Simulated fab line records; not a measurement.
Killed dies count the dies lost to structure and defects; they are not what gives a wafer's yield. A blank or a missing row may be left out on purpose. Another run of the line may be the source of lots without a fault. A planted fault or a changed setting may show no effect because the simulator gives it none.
One fault through the eyes of 2 desks | flow nand_harc | only its own numbers are on each desk; what lay behind them is given at the end

FOR THE TOOL OWNER'S DESK: arfi_scanner-02
The tool's own readings at NHARC_P_M2_EXPOSE_06 (exposes mask P M2, target cd 170 nm): means of the sampled wafers that have a number, for each lot that ran on this tool. Marked OUT: a lot whose mean sits more than 4 standard deviations from the usual mean, which makes it out of limits; the brackets give that distance.
Columns: A = exposure_dose_mJ_cm2 at NHARC_P_M2_EXPOSE_06, usual 81.8
lot  | first seen here | A
L496 | day 6 23:10     | 82.1
L495 | day 6 23:35     | 82.0
L494 | day 7 03:02     | 82.1
L499 | day 7 20:25     | 82.1
L506 | day 9 08:01     | 63.2 (-31) OUT
L504 | day 9 18:04     | 67.1 (-25) OUT
L510 | day 10 07:31    | 70.0 (-20) OUT
This desk finds L504, L506, L510 out of limits, L506 being first, at day 9 08:01 (exposure_dose_mJ_cm2 at NHARC_P_M2_EXPOSE_06). In limits: L496, L495, L494, L499.

THE METROLOGY DESK
Lot by lot, what the gauges showed, no matter which tool ran the lot: averages of those sampled wafers that carry a number. Marked OUT: a lot whose mean sits more than 4 standard deviations from the usual mean, which makes it out of limits; the brackets give that distance.
Columns: A = overlay_x_nm at NHARC_P_M1_OVL_MEAS_10, usual -0.1 nm; B = overlay_y_nm at NHARC_P_M1_OVL_MEAS_10, usual 0.2 nm; C = cd_nm at NHARC_P_M2_CD_MEAS_09, usual 170.2 nm
lot  | first seen here | A    | B    | C
L493 | day 5 18:42     | 0.5  | 0.3  | 169.7
L496 | day 6 18:57     | -1.0 | 0.1  | 170.8
L495 | day 6 19:36     | -1.2 | 0.1  | 169.4
L497 | day 6 22:37     | 0.2  | 0.9  | 170.0
L494 | day 6 22:46     | 0.6  | 0.5  | 170.1
L498 | day 7 13:40     | 0.3  | 0.7  | 170.0
L499 | day 7 16:23     | 0.2  | 0.8  | 170.2
L500 | day 7 17:32     | -0.7 | 0.1  | 170.4
L506 | day 9 04:00     | 0.1  | 1.1  | 155.1 (-27) OUT
L503 | day 9 04:34     | -0.1 | -0.7 | 170.2
L504 | day 9 14:06     | 0.2  | 0.0  | 157.8 (-22) OUT
L509 | day 9 23:44     | 0.2  | 0.9  | 170.1
L510 | day 10 03:37    | 0.3  | -0.1 | 160.5 (-17) OUT
L512 | day 10 12:49    | -0.6 | -0.5 | 170.1
L516 | day 12 05:48    | -1.4 | -0.8 | 170.2
This desk finds L504, L506, L510 out of limits, L506 being first, at day 9 08:09 (cd_nm at NHARC_P_M2_CD_MEAS_09). In limits: L493, L496, L495, L497, L494, L498, L499, L500, L503, L509, L512, L516.

TAKEN TOGETHER
On L504, L506, L510, at day 9 08:01, an alarm was possible from the tool owner's desk.
An alarm was possible from the metrology desk at day 9 08:09, on L504, L506, L510.
Of the lots named, all ran NHARC_P_M2_EXPOSE_06 on arfi_scanner-02.

WHAT THE SIMULATOR PUT IN
Drift in process parameters on arfi_scanner-02 at NHARC_P_M2_EXPOSE_06, starting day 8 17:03. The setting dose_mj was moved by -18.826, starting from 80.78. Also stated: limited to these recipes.
Shown lots that were struck: L504, L506, L510.
Delay (hours) between the fault's onset and each desk's first out-of-limits reading: 15 at the tool owner's desk, 15 at the metrology desk.
